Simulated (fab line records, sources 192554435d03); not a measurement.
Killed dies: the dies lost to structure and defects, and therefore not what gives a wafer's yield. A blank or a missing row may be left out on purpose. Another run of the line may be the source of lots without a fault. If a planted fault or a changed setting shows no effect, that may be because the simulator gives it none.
2 desks, one fault	flow n5 finfet	every desk sees just its own numbers, and what lay behind them comes last

## THE DEFECT DESK
Per lot, the means of the sampled wafers with a number show what the inspections along the route counted. If a lot's mean is further than 4 standard deviations from the usual mean, the lot is out of limits and carries the mark OUT (the distance appears in the brackets).
Columns: A = raw defect count at N5_WELL_APT_INSPECT_38, usual 12
lot	first seen here	A
L878	day 1 16:47	13
L884	day 3 04:37	11
L885	day 3 11:04	14
L886	day 3 17:03	12
L887	day 3 22:34	16
L889	day 4 11:07	11
L891	day 4 23:06	10
L893	day 5 11:20	13
L899	day 6 23:22	12
L901	day 7 10:49	13
This desk found nothing out of limits on any of the 10 lots.

## FROM THE METROLOGY DESK
Lot by lot, what the gauges showed, no matter which tool ran the lot: averages of those sampled wafers that carry a number. If a lot's mean is further than 4 standard deviations from the usual mean, the lot is out of limits and carries the mark OUT (the distance appears in the brackets). Shown are 7 of the 11 readings it has, namely the first that went out of limits plus those furthest out on some lot.
Columns: A = cd nm at N5_FIN_SAQP_CD_MEAS_16, usual 35.6 nm; B = DIBL_N at N5_BEOL_M4_RC_MEAS_101, usual 36.4 mV/V; C = DIBL_P at N5_BEOL_M4_RC_MEAS_101, usual 36.4 mV/V; D = IOFF_N at N5_BEOL_M4_RC_MEAS_101, usual 0.156 nA/um; E = ION_N at N5_BEOL_M4_RC_MEAS_101, usual 675 uA/um; F = SS_N at N5_BEOL_M4_RC_MEAS_101, usual 71.6 mV/dec; G = VT_N at N5_BEOL_M4_RC_MEAS_101, usual 250 mV
lot	first seen here	A	B	C	D	E	F	G
L878	day 1 21:32	35.4	37.3	34.9	0.150	674	71.9	253
L884	day 3 09:22	35.4	37.5	35.3	0.170	683	71.3	249
L885	day 3 15:46	35.6	37.6	37.5	0.159	668	71.4	250
L886	day 3 21:37	35.4	36.9	39.0	0.187	683	71.8	244
L887	day 4 03:10	32.7 (-9.4) OUT	36.3	37.1	0.152	673	71.4	252
L889	day 4 15:59	34.1 (-4.8) OUT	35.8	36.3	0.136	660	72.0	256
L891	day 5 06:23	33.5 (-6.8) OUT	39.3	36.0	0.170	680	71.0	249
L893	day 5 16:31	35.5	37.0	35.5	0.168	683	71.5	248
L899	day 7 04:05	35.8	37.5	37.4	0.179	681	71.9	247
L901	day 7 15:40	35.6	36.3	37.6	0.159	671	71.6	250
This desk's finding: out of limits on L887, L889, L891; first on L887, day 4 03:10 (cd nm at N5_FIN_SAQP_CD_MEAS_16). In limits: L878, L884, L885, L886, L893, L899, L901.

## ALL TOGETHER
L887, L889, L891 would have let the metrology desk raise an alarm at day 4 03:10.
The defect desk saw nothing out of limits.
The defect desk has L887, L889, L891 on record, within its limits.
On arfi scanner-01, each named lot ran N5_FIN_SAQP_EXPOSE_13.

## WHAT THE SIMULATOR HAD INSERTED
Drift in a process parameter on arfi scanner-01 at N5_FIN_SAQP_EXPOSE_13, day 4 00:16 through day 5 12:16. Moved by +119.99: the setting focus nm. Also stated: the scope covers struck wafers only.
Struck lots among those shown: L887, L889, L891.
Per desk, hours elapsed from the start of the fault to the first reading out of limits: for the metrology desk, 3.
